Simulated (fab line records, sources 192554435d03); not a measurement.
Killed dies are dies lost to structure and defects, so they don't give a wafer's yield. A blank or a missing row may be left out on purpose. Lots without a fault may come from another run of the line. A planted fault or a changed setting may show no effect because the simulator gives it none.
A struck lot beside a sound one | flow n5_finfet | 14 steps out of a route of 1938
Sound: wafers L214.4, L214.5. Struck: wafers L210.2, L210.3, L210.4. The cause comes at the end.
At each step with rows: each side's tool, then ch and its chambers, then its first start. Under that, the readings that differ: sound wafers | struck wafers | difference of the means | sigmas: that difference in standard deviations of wafers without a fault.
alike: readings whose means differ by less than 2 such deviations, and words and numbers that are the same on both sides. not compared: withheld readings, readings that some wafer has no value for, bounds like >300 that may hide the same value, and numbers for which the record gives no deviation and whose values overlap.
The two part at a step that has a row with sigmas, a row that says differs or no value, or rows on one side only. Numbers that don't overlap but have no deviation are shown without sigmas and don't part them. A reading that every wafer of one side lacks parts them only if that side has two wafers or more.

first, 9 steps without rows for these wafers: N5_BEOL_M0_CUTY_DESCUM_61 (chemistry O2, time 7.9 s); N5_BEOL_M0_CUTY_ETCH_62 (etches SiARC in CF4, time 58.5 s); N5_BEOL_M0_CUTY_ETCH_63 (etches SOC in N2/H2, target depth 82.7 nm, overetch 16.5 nm, time 124 s); N5_BEOL_M0_CUTY_STRIP_64 (strips in N2/H2); N5_BEOL_M0_ETCH_138 (etches SiCN in CH3F/O2, target depth 12 nm, time 31.6 s); N5_BEOL_M0_HM_OPEN_105 (chemistry Cl2/BCl3, target TiN, target depth 12 nm); N5_BEOL_M0_STRIP_140 (strips in CF4); N5_BEOL_M0_STRIP_104 (strips in N2/H2); N5_BEOL_M0_WET_ETCH_106 (etches SiO2 in DHF, target depth 130 nm, rinse time 30 s).
N5_BEOL_M0_ETCH_128: etches SiCN in CF4/N2, target depth 12 nm, overetch 5.1 nm, time 21.4 s.
  sound on rie_diel-04 ch 1,3, day 10 04:53; struck on rie_diel-04 ch 0,1,3, day 9 08:29
  no value came back on the struck wafers for any of 7 readings (bias_w (W), cf4_flow_sccm (sccm) and others); on the sound wafers bias_w (W) reads 69.87 69.87
  reading                                         | sound     | struck         | difference | sigmas
  model.SiCN_of_BEOL_M0_SAQP_PECVD_03.thk_nm (nm) | 0 0       | 8.6 8.4 8.6    | +8.5       |
  model.TiN_of_BEOL_M0_SAQP_HM_DEP_02.thk_nm (nm) | 11.2 11.2 | 12.2 11.8 11.8 | +0.7       |
  not compared: rf_hours_counter_h
N5_BEOL_M0_TRENCH_ETCH_107: etches SiOC in C4F6/O2, target depth 32.8 nm, time 16.4 s.
  sound on rie_diel-04 ch 1,3, day 10 04:56; struck on rie_diel-04 ch 0,1,3, day 9 08:32
  reading                                         | sound  | struck         | difference | sigmas
  model.TiN_of_BEOL_M0_SAQP_HM_DEP_02.thk_nm (nm) | 10 9.8 | 10.8 10.4 10.6 | +0.7       |
  alike: C4F6_flow_sccm, O2_flow_sccm, drypump_motor_current_A, oes_ar_750_au, oes_product_au, rf_vpp_V, showerhead_plenum_p_Torr, throttle_valve_pct
  not compared: rf_hours_counter_h
then, 1 step without rows for these wafers: N5_BEOL_M0_STRIP_142 (strips in N2/H2, time 10 s).
N5_BEOL_M4_RC_MEAS_101:
  the record has rows for the sound wafers here (prober-02 ch 0, day 12 17:50) and none for the struck ones
-- the record jumps here: 6 days lie between the struck wafers' starts before and after (it left off in module BEOL_M4 and takes up again in module PASSIVATION, whose first step shown is number 1936 of the route) --
N5_PASSIVATION_PROBE_49:
  sound on prober-02, day 16 18:34; struck on prober-01, day 15 20:22
  reading                  | sound     | struck         | difference | sigmas
  defect_limited_yield (%) | 91.2 89.4 | 0 0 0          | -90        | -65
  killed_at_M0_to_M3       | 33 39     | 1102 1114 1132 | +1080      | +99 or more
  killed_dies              | 104 125   | 1180 1180 1180 | +1066      | +63
  killed_on_rim            | 9 19      | 152 152 152    | +138       | +33
  sort_bin_5_function (%)  | 5.1 6.1   | 95.8 97.0 97.6 | +91.2      | +92
  sort_n_pass              | 1076 1055 | 0 0 0          | -1066      | -63
  sort_yield_pct (%)       | 91.2 89.4 | 0 0 0          | -90        | -60
  alike: killed_at_M4_up, killed_at_contacts, killed_at_front_end, killed_at_other, killed_open, killed_short, sort_bin_6_memory

WHERE THEY PART
First at N5_BEOL_M0_ETCH_128; last, within this record, at N5_PASSIVATION_PROBE_49.

WHY: what the simulator had put in
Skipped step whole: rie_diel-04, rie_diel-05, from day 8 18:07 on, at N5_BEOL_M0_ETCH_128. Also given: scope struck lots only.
